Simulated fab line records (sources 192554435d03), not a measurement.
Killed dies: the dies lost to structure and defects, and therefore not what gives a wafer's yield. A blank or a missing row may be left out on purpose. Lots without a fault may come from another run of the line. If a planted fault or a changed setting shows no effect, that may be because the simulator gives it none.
Which tool is to blame? | flow n5-finfet | Sampling: 24 lots, 72 wafers, 2 of 1938 route steps

## WHAT THE GAUGES READ, wafer by wafer
N5_BEOL_M6_OVL_MEAS_12.
lot  | measured     | on         | M6_OVL (nm)
L074 | day 8 06:41  | overlay-01 | -1.2 0.2 -1.8
L075 | day 9 11:11  | overlay-01 | 0.4 0.0 -0.3
L076 | day 9 15:59  | overlay-02 | -0.8 0.0 -0.8
L077 | day 9 19:20  | overlay-01 | -0.9 -1.0 -0.5
L078 | day 10 02:20 | overlay-02 | 0.0 -0.4 0.3
L080 | day 10 16:26 | overlay-02 | -0.5 -0.5 -0.3
L079 | day 10 16:30 | overlay-01 | -1.0 -0.1 -1.0
L082 | day 10 22:49 | overlay-01 | -0.5 -0.7 -0.9
L081 | day 11 01:44 | overlay-01 | -0.4 0.1 -0.6
L085 | day 11 01:55 | overlay-01 | -0.9 -1.4 -0.6
L083 | day 11 15:33 | overlay-02 | 0.2 -0.5 -0.4
L084 | day 11 21:14 | overlay-01 | -0.6 -1.0 0.1
L086 | day 12 00:11 | overlay-01 | -1.5 -1.5 -0.3
L088 | day 12 00:21 | overlay-02 | 0.4 1.0 0.5
L087 | day 12 00:23 | overlay-01 | 0.0 -0.6 0.3
L089 | day 12 15:16 | overlay-02 | 0.2 0.6 -0.9
L090 | day 13 04:38 | overlay-02 | 0.2 -0.4 -0.1
L091 | day 13 06:53 | overlay-02 | 0.2 -0.8 1.6
L093 | day 13 14:00 | overlay-02 | -1.7 -0.5 -1.5
L094 | day 13 16:33 | overlay-02 | -0.9 0.1 0.0
L092 | day 13 17:19 | overlay-02 | -1.0 -0.9 -1.0
L095 | day 14 18:49 | overlay-02 | 0.4 0.3 -0.4
L097 | day 14 23:39 | overlay-01 | -1.4 -2.0 -1.5
L096 | day 15 05:31 | overlay-01 | -1.2 -1.1 -0.5

N5_BEOL_M6_INSPECT_13: inspects for defects (brightfield).
lot  | measured     | on                | raw-defect-count
L074 | day 8 06:42  | defect-inspect-02 | 320 542 260
L075 | day 9 11:12  | defect-inspect-01 | 426 398 389
L076 | day 9 16:01  | defect-inspect-01 | 333 438 298
L077 | day 9 19:22  | defect-inspect-01 | 434 336 384
L078 | day 10 02:22 | defect-inspect-01 | 437 332 391
L080 | day 10 16:27 | defect-inspect-02 | 420 403 396
L079 | day 10 16:32 | defect-inspect-01 | 347 307 335
L082 | day 10 22:51 | defect-inspect-01 | 465 523 536
L081 | day 11 01:45 | defect-inspect-02 | 501 429 367
L085 | day 11 01:56 | defect-inspect-02 | 393 417 400
L083 | day 11 15:35 | defect-inspect-01 | 353 662 481
L084 | day 11 21:15 | defect-inspect-02 | 443 284 360
L086 | day 12 00:13 | defect-inspect-02 | 364 390 442
L088 | day 12 00:22 | defect-inspect-01 | 400 403 304
L087 | day 12 00:25 | defect-inspect-02 | 395 542 430
L089 | day 12 15:17 | defect-inspect-02 | 453 619 431
L090 | day 13 04:40 | defect-inspect-02 | 485 350 635
L091 | day 13 06:55 | defect-inspect-02 | 385 342 342
L093 | day 13 14:02 | defect-inspect-01 | 307 286 268
L094 | day 13 16:35 | defect-inspect-01 | 456 344 270
L092 | day 13 17:20 | defect-inspect-02 | 349 317 383
L095 | day 14 18:50 | defect-inspect-02 | 575 611 493
L097 | day 14 23:40 | defect-inspect-02 | 526 337 450
L096 | day 15 05:32 | defect-inspect-02 | 491 358 417

## WHICH TOOL RAN EACH LOT (tool, then ch and the chambers of the sampled wafers, then the start)
The record shows no process step preceding these readings.

## AS READ BY THE TOOLS THEMSELVES (means over the sampled wafers that have a number; for cases with no such wafer, the mark the record gives instead)
The record holds no such reading with a usual standard deviation.

## THE ANSWER, worked out from the rows above alone
Rule: the lots themselves supply what counts as usual. The widest of any qualifying gaps counts: lots, ordered by their means at a reading, are off when they make up no more than a third of the lots, leave a main group of 4 or more, and stand apart from it by 3 or more times the standard deviation of that group's means. A main group whose means are all the same, to the digits that the tables above print for the reading, isn't used. A lot without any number at a reading at which 4 lots or more have one is off too. All remaining lots with rows at the step are treated as sound. After the gauges, taken in route order, come the tools' own readings; for these a lot's mean is taken, as printed above. At the first step where some lot is off, the reading lying furthest off is the one used; lots without a number count as furthest.
None of the lots is off at any reading shown; this tells nothing.

## WHAT WAS PUT IN BY THE SIMULATOR
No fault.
